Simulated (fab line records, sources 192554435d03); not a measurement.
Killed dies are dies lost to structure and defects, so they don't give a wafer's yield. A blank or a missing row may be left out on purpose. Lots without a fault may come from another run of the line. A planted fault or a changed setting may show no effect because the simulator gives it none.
Split-lot experiment | flow n5_finfet | 7 lots, 21 wafers read, on a route of 1938 steps

THE SPLIT
At N5_MIM_BOT_ETCH_ETCH_04 (etches SiNx in CF4/O2, target depth 26 nm, time 13 s), the setting time_s was moved away from the recipe's 13 s on 7 of the 21 wafers read, by -11.7% to +21.0%. The other wafers ran this setting at the recipe's value.

The reading is taken at the split's own step.

THE READING
etch.depth_nm (the simulator's own value, which no gauge read), in nm, at N5_MIM_BOT_ETCH_ETCH_04 (etches SiNx in CF4/O2, target depth 26 nm, time 13 s). The file gives no usual value for it. The 14 wafers here that ran the recipe average 25.93 nm, standard deviation 0.23 nm.

wafer  | tool, chamber at the split | time_s as run, s | against the recipe | etch.depth_nm, nm | against lot-mates on the recipe
L075.2 | rie_diel-06, 1             | 13               | recipe             | 26.19             | -
L075.3 | rie_diel-06, 0             | 11.48            | -11.7%             | 22.4              | -3.78
L075.6 | rie_diel-06, 1             | 13               | recipe             | 26.16             | -
L082.2 | rie_diel-05, 3             | 14.24            | +9.5%              | 28.47             | +2.87
L082.5 | rie_diel-05, 3             | 14.24            | +9.5%              | 28.31             | +2.71
L082.6 | rie_diel-05, 0             | 13               | recipe             | 25.6              | -
L081.2 | rie_diel-03, 3             | 15.73            | +21.0%             | 31.09             | +5.30
L081.3 | rie_diel-03, 1             | 13               | recipe             | 25.86             | -
L081.6 | rie_diel-03, 3             | 13               | recipe             | 25.71             | -
L083.2 | rie_diel-03, 1             | 13.94            | +7.2%              | 28.11             | +2.51
L083.3 | rie_diel-03, 3             | 13.94            | +7.2%              | 27.89             | +2.29
L083.4 | rie_diel-03, 0             | 13               | recipe             | 25.6              | -
L086.2 | rie_diel-06, 3             | 13               | recipe             | 25.99             | -
L086.3 | rie_diel-06, 0             | 13               | recipe             | 25.82             | -
L086.6 | rie_diel-06, 3             | 13               | recipe             | 25.77             | -
L089.1 | rie_diel-06, 1             | 13               | recipe             | 25.9              | -
L089.5 | rie_diel-06, 2             | 13               | recipe             | 26.37             | -
L089.6 | rie_diel-06, 3             | 13               | recipe             | 26.02             | -
L093.1 | rie_diel-06, 2             | 13               | recipe             | 26.26             | -
L093.3 | rie_diel-06, 3             | 14.37            | +10.5%             | 28.28             | +2.25
L093.4 | rie_diel-06, 1             | 13               | recipe             | 25.8              | -

THE FIT
A straight line over all 21 wafers: etch.depth_nm changes by +0.26 nm for each +1% of time_s; r = +0.99; the points scatter about the line by 0.26 nm.
The same after taking each lot's own level away (the mean of its wafers on the recipe; 21 wafers): +0.275 nm for each +1%; r = +0.99; scatter 0.29 nm.
On that fit, the largest move of time_s shifts the reading by 5.8 nm.
The lots' own levels span 25.600 to 26.175 nm, that is 2.5 times the standard deviation above.
So the lot-to-lot level changes the slope little: the two slopes agree.
Check: with one of the wafers moved furthest among these (+21.0%) left out of the fit, the line predicts +6.13 nm for it against its lot-mates. It came out at +5.3 nm against them.

OTHER SPLITS ON THESE WAFERS
These wafers also went through other splits before the reading. Each is held against what the fit with the lots' levels taken away leaves over:
other split on the same wafers    | wafers away from the commonest value | r with etch.depth_nm (lot level and that fit taken away)
N5_BEOL_M11_COAT_05 spin_rpm      | 11                                   | +0.06
N5_BEOL_M11_VIA_ETCH_34 time_s    | 10                                   | -0.35
N5_BEOL_M11_ETCH_41 time_s        | 8                                    | -0.21
N5_BEOL_M14_COAT_65 spin_rpm      | 5                                    | +0.02
N5_BEOL_M15_PEB_26 peb_time_s     | 3                                    | -0.22
N5_BEOL_M15_TRENCH_ETCH_34 time_s | 5                                    | -0.10

THE FILE'S OWN FIT
etch.depth_nm changes by +0.268 nm for each +1% of time_s, r = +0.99.
